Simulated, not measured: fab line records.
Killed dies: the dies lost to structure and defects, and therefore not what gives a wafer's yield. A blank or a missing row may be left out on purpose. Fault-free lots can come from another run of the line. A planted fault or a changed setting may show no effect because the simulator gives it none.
A struck lot beside a sound one ; flow n5-finfet ; 17 out of 1938 route steps
Sound: these wafers, L476.4, L476.5. Struck: wafers L495.1, L495.4, L495.5. The cause is named last.
Order at every step that has rows: each side's tool, ch and its chambers, its first start. Under that, the readings that differ: sound wafers ; struck wafers ; difference of the means ; sigmas: that difference in standard deviations of wafers without a fault.
alike: words and numbers the same on both sides, and readings whose means are apart by under 2 such deviations; not compared: readings that were withheld, readings missing a value for some wafer, numbers with overlapping values and no deviation given by the record, and bounds like >300 which may hide the same value.
A row with sigmas, a row that says differs or no value, or rows on one side alone: a step with any of these is where the two part. Non-overlapping numbers with no deviation appear without sigmas and do not part them. A reading that every wafer of one side lacks parts them only if that side has two wafers or more.

first, 2 steps without rows for these wafers: N5_BEOL_M3_PEB_09 (peb time 60 s); N5_BEOL_M3_DEVELOP_10 (develop time 30 s).
N5_BEOL_M3_CD_MEAS_11: target cd 17.05 nm.
  sound on cd-sem-02 ch 0, day 7 16:34; struck on cd-sem-01 ch 0, day 12 16:45
  alike: cd-nm
N5_BEOL_M3_OVL_MEAS_12:
  sound on overlay-01 ch 0, day 7 16:37; struck on overlay-02 ch 0, day 12 16:47
  alike: M3_OVL
N5_BEOL_M3_INSPECT_13: inspects for defects (brightfield).
  struck on defect-inspect-02, day 12 16:51; sound on defect-inspect-02, day 7 16:39
  alike: raw-defect-count
N5_BEOL_M3_DESCUM_16: chemistry O2, time 7 s.
  sound on rie-diel-01 ch 0, day 7 16:55; struck on rie-diel-01 ch 1,2,3, day 12 16:53
  alike: drypump-motor-current-A, oes-product-au, rf-vpp-V, showerhead-plenum-p-Torr, throttle-valve-pct
  not compared: rf-hours-counter-h
then, 1 step without rows for these wafers: N5_BEOL_M3_ETCH_74 (etches underlayer in N2/H2, target depth 6.5 nm, time 5.2 s).
N5_BEOL_M3_ETCH_63: etches SiARC in CF4, target depth 15.6 nm, time 26 s.
  sound on rie-diel-01 ch 0, day 7 16:58; struck on rie-diel-01 ch 1,2,3, day 12 16:56
  alike: drypump-motor-current-A, etch-rf-on-time-s, oes-product-au, rf-vpp-V, showerhead-plenum-p-Torr, throttle-valve-pct
  not compared: rf-hours-counter-h
N5_BEOL_M3_ETCH_64: etches SOC in N2/H2, target depth 75 nm, overetch 15 nm, time 112.5 s.
  sound on rie-diel-01 ch 0, day 7 17:00; struck on rie-diel-01 ch 1,2,3, day 12 16:58
  alike: drypump-motor-current-A, oes-product-au, rf-vpp-V, showerhead-plenum-p-Torr, throttle-valve-pct
  not compared: rf-hours-counter-h
then, 2 steps without rows for these wafers: N5_BEOL_M3_STRIP_65 (strips in N2/H2); N5_BEOL_M3_STRIP_75 (strips in N2/H2).
N5_BEOL_M3_STRIP_66: strips in CF4.
  sound on rie-diel-01 ch 0, day 7 17:07; struck on rie-diel-01 ch 1,2,3, day 12 17:05
  alike: drypump-motor-current-A, oes-product-au, rf-vpp-V, showerhead-plenum-p-Torr, throttle-valve-pct
  not compared: rf-hours-counter-h
N5_BEOL_M3_HM_OPEN_17: chemistry Cl2/BCl3, target TiN, target depth 20 nm, overetch 6 nm.
  sound on rie-metal-01 ch 0, day 7 17:11; struck on rie-metal-02 ch 0,1, day 12 17:08
  no value came back on the struck wafers for any of 6 readings (bcl3-flow-sccm (sccm), bias-w (W) and others); on the sound wafers bcl3-flow-sccm (sccm) reads 21.81 21.82
reading;sound;struck;difference;sigmas
model.SOC_of_BEOL_M3_COAT_61.thk-nm (nm);51.6 52;60 60 60;+8;
  not compared: rf-hours-counter-h
N5_BEOL_M3_STRIP_19: strips in O2.
  sound on rie-diel-03 ch 0,1, day 7 17:18; struck on rie-diel-02 ch 0,2, day 12 17:14
  alike: drypump-motor-current-A, oes-product-au, rf-vpp-V, showerhead-plenum-p-Torr, throttle-valve-pct
  not compared: rf-hours-counter-h
N5_BEOL_M3_CD_MEAS_18: pitch 36 nm, target cd 18 nm.
  struck on cd-sem-01, day 12 17:19; sound on cd-sem-01, day 7 17:23
reading;sound;struck;difference;sigmas
cd-nm (nm);17.9 18.6;- - -;no value on the struck wafers;
then, 1 step without rows for these wafers: N5_BEOL_M3_COAT_67 (time 60 s, resist thk 60 nm).
N5_BEOL_M4_RC_MEAS_101:
  the record has rows for the sound wafers here (prober-01 ch 0, day 8 13:37) and none for the struck ones

WHERE THEY PART
At N5_BEOL_M3_HM_OPEN_17 first; at N5_BEOL_M4_RC_MEAS_101 last (within this record only).

WHY: whatever the simulator had introduced
Whole step skipped at N5_BEOL_M3_HM_OPEN_17 on rie-metal-02, starting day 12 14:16. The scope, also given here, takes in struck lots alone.
